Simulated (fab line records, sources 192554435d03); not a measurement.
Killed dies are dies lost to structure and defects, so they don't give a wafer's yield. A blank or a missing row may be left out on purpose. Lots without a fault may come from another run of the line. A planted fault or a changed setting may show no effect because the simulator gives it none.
Tool commonality check | flow n5_finfet | 10 lots, 30 wafers sampled

WHY IT WAS OPENED
At N5_MOL_CONTACT_COAG_THK_MEAS_53 the reading VIA_MOL_THK is flagged on 2 of 10 lots. Wafers without a fault read 44.1 nm, standard deviation 0.82.
Rule: a lot is flagged when every wafer of it that has a number lies more than 4 standard deviations from that mean, or none has a number. The other lots count as sound.

lot  | measured     | on            | VIA_MOL_THK (nm), wafer by wafer | flag
L128 | day 5 12:37  | film_metro-02 | 42.5 43.2 43.7                   |
L129 | day 5 21:25  | film_metro-01 | 43.1 44.5 45.1                   |
L130 | day 6 00:07  | film_metro-01 | 44.1 43.7 43.9                   |
L132 | day 6 09:23  | film_metro-01 | 43.4 44.7 45.5                   |
L134 | day 7 04:38  | film_metro-01 | 44.3 44.6 45.4                   |
L142 | day 9 01:15  | film_metro-02 | 34.2 34.7 34.7                   | FLAGGED
L143 | day 9 04:35  | film_metro-01 | 43.6 43.6 44.3                   |
L147 | day 10 09:50 | film_metro-02 | 33.7 34.2 34.4                   | FLAGGED
L148 | day 10 15:52 | film_metro-02 | 43.6 44.5 44.7                   |
L150 | day 10 22:35 | film_metro-01 | 43.9 44.9 44.9                   |
The numbers of the flagged lots are 34.3 nm on average: -9.8 nm against the usual, or -12 standard deviations.

WHICH TOOL RAN EACH LOT
The record holds 3 process steps before the reading, out of a route of 1938 steps. In each cell: the tool, then ch and the chambers that the sampled wafers went through, then the start.
lot  | flag    | N5_MOL_CONTACT_COAG_PECVD_31    | N5_MOL_CONTACT_COAG_ETCHBACK_134   | N5_MOL_CONTACT_COAG_CVD_140
L128 |         | pecvd-01 ch 0,1,2, day 5 09:06  | rie_diel-04 ch 0,1,3, day 5 11:21  | cvd_w-01 ch 0,1, day 5 11:59
L129 |         | pecvd-01 ch 0,2, day 5 16:44    | rie_diel-05 ch 0,1,2, day 5 20:10  | cvd_w-02 ch 0,1, day 5 20:48
L130 |         | pecvd-04 ch 0,1,2, day 5 19:32  | rie_diel-02 ch 0,1,2, day 5 22:52  | cvd_w-01 ch 0,1, day 5 23:31
L132 |         | pecvd-03 ch 0,2, day 6 05:24    | rie_diel-05 ch 0,1,2, day 6 08:07  | cvd_w-02 ch 0, day 6 08:46
L134 |         | pecvd-03 ch 1,2, day 7 00:57    | rie_diel-02 ch 0,1,3, day 7 03:20  | cvd_w-01 ch 0,1, day 7 04:06
L142 | FLAGGED | pecvd-03 ch 0,1,2, day 8 19:59  | rie_diel-04 ch 1,2, day 9 00:00    | cvd_w-01 ch 0,1, day 9 00:38
L143 |         | pecvd-01 ch 1,2, day 9 00:57    | rie_diel-04 ch 1,2, day 9 03:20    | cvd_w-02 ch 0,1, day 9 04:03
L147 | FLAGGED | pecvd-03 ch 0,1, day 10 06:03   | rie_diel-04 ch 0,2,3, day 10 08:35 | cvd_w-01 ch 0,1, day 10 09:13
L148 |         | pecvd-01 ch 1, day 10 12:05     | rie_diel-05 ch 1,2,3, day 10 14:35 | cvd_w-02 ch 0,1, day 10 15:14
L150 |         | pecvd-04 ch 0,1,2, day 10 18:53 | rie_diel-05 ch 0,2,3, day 10 21:20 | cvd_w-02 ch 0,1, day 10 22:03
What these steps do:
- N5_MOL_CONTACT_COAG_PECVD_31: deposits SiO2 from TEOS/O2, target thk 46 nm, time 8.9 s.
- N5_MOL_CONTACT_COAG_ETCHBACK_134: etches SiO2 in CHF3, target depth 10 nm, time 6.7 s.
- N5_MOL_CONTACT_COAG_CVD_140: deposits W, target thk 66.5 nm, time 215 s.
- N5_MOL_CONTACT_COAG_THK_MEAS_53

FLAGGED OVER TOTAL, TOOL BY TOOL (the gauges that took the reading come last)
step                             | tool          | lots run | flagged | share of the flagged lots | sound lots run after its first flagged lot
N5_MOL_CONTACT_COAG_PECVD_31     | pecvd-01      | 4        | 0       | none                      | -
N5_MOL_CONTACT_COAG_PECVD_31     | pecvd-03      | 4        | 2       | all                       | 0
N5_MOL_CONTACT_COAG_PECVD_31     | pecvd-04      | 2        | 0       | none                      | -
N5_MOL_CONTACT_COAG_ETCHBACK_134 | rie_diel-02   | 2        | 0       | none                      | -
N5_MOL_CONTACT_COAG_ETCHBACK_134 | rie_diel-04   | 4        | 2       | all                       | 1 (L143)
N5_MOL_CONTACT_COAG_ETCHBACK_134 | rie_diel-05   | 4        | 0       | none                      | -
N5_MOL_CONTACT_COAG_CVD_140      | cvd_w-01      | 5        | 2       | all                       | 0
N5_MOL_CONTACT_COAG_CVD_140      | cvd_w-02      | 5        | 0       | none                      | -
N5_MOL_CONTACT_COAG_THK_MEAS_53  | film_metro-01 | 6        | 0       | none                      | -
N5_MOL_CONTACT_COAG_THK_MEAS_53  | film_metro-02 | 4        | 2       | all                       | 1 (L148)

WHAT THE TABLE ALLOWS
4 rows of the table ran every flagged lot: pecvd-03 at N5_MOL_CONTACT_COAG_PECVD_31, rie_diel-04 at N5_MOL_CONTACT_COAG_ETCHBACK_134, cvd_w-01 at N5_MOL_CONTACT_COAG_CVD_140, film_metro-02 at N5_MOL_CONTACT_COAG_THK_MEAS_53.
- pecvd-03 at N5_MOL_CONTACT_COAG_PECVD_31: 2 of its 4 lots flagged. Its last sound lot is L134 (day 7 00:57), its first flagged lot L142 (day 8 19:59): a fault that began between those two fits.
- rie_diel-04 at N5_MOL_CONTACT_COAG_ETCHBACK_134: 2 of its 4 lots flagged. Sound lots ran on it after the first flagged one (L143), which a lasting fault on the whole tool wouldn't allow.
- cvd_w-01 at N5_MOL_CONTACT_COAG_CVD_140: 2 of its 5 lots flagged. Its last sound lot is L134 (day 7 04:06), its first flagged lot L142 (day 9 00:38): a fault that began between those two fits.
- film_metro-02 at N5_MOL_CONTACT_COAG_THK_MEAS_53: 2 of its 4 lots flagged. Sound lots ran on it after the first flagged one (L148), which a lasting fault on the whole tool wouldn't allow.
Counting lots can't tell these 2 tools apart, because each fits a fault that began at some hour. More lots, or a look at what each step does to the wafer, might.

WHAT THE SIMULATOR HAD PUT IN
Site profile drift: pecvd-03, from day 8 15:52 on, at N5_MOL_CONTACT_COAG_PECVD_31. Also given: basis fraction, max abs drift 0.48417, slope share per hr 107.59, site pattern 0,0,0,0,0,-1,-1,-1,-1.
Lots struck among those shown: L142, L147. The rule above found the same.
